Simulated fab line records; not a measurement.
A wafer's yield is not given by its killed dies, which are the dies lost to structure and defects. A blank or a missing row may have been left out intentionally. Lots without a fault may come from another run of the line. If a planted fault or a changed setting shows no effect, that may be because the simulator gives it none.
Matching of chambers	flow n5 finfet	N5_BEOL_M6_ETCH_62 on rie diel-04 has 4 sister chambers
The step etches SOC in N2/H2, target depth 110 nm, overetch 22 nm, time 165 s. 16 wafers are shown with their chamber, then 8 later ones without.

WAFERS, EACH WITH ITS CHAMBER
wafer	chamber	drypump motor current A (A)	showerhead plenum p Torr (Torr)	rf vpp V (V)
L075.1	2	6.0	2.53	524.4
L075.4	2	6.0	2.53	523.9
L075.6	1	5.9	2.62	524.4
L078.1	2	6.0	2.52	522.1
L078.2	3	5.1	2.46	520.7
L078.3	1	5.8	2.62	525.6
L080.1	0	6.0	2.44	520.5
L080.4	3	5.1	2.45	521.4
L080.5	0	6.0	2.45	521.5
L085.2	0	6.0	2.44	520.9
L085.4	3	5.2	2.45	520.9
L085.6	1	5.9	2.61	527.2
L088.2	3	5.1	2.45	520.7
L088.4	1	5.9	2.61	525.8
L088.6	1	5.9	2.61	525.7
L087.2	1	5.9	2.61	525.5

SIGNATURES (averages over the wafers above)
reading	chamber 0	chamber 1	chamber 2	chamber 3	scatter within a chamber
drypump motor current A	6.000	5.883	6.000	5.125	0.0363
showerhead plenum p Torr	2.4433	2.6133	2.5267	2.4525	0.00534
rf vpp V	520.967	525.700	523.467	520.925	0.804
Rule: for a wafer and a chamber, the distance is found by dividing, reading by reading, the gap between the wafer's reading and the chamber's mean by the reading's scatter, squaring, summing and taking the root. The wafer belongs to the nearest chamber; if the next one is less than 2 further off, it can't be placed. How the scatter is found: for the shown wafers, subtract from each reading the mean of its chamber, square and add these, divide the total by (wafers less chambers), then take the root.

WAFERS WITH NO CHAMBER GIVEN
wafer	drypump motor current A (A)	showerhead plenum p Torr (Torr)	rf vpp V (V)
L087.4	6.0	2.51	524.0
L087.6	5.2	2.45	522.3
L090.2	5.9	2.61	525.2
L090.3	5.2	2.45	522.0
L090.5	6.0	2.44	520.7
L097.1	5.2	2.44	520.9
L097.3	5.8	2.60	525.6
L097.4	6.0	2.51	521.5

THE CHAMBER EACH PASSED THROUGH
wafer	from the rows above	in truth
L087.4	2	2
L087.6	3	3
L090.2	1	1
L090.3	3	3
L090.5	0	0
L097.1	3	3
L097.3	1	1
L097.4	2	2
8 of 8 placed correctly. Number that these rows cannot place: 0. Placed wrongly: 0.
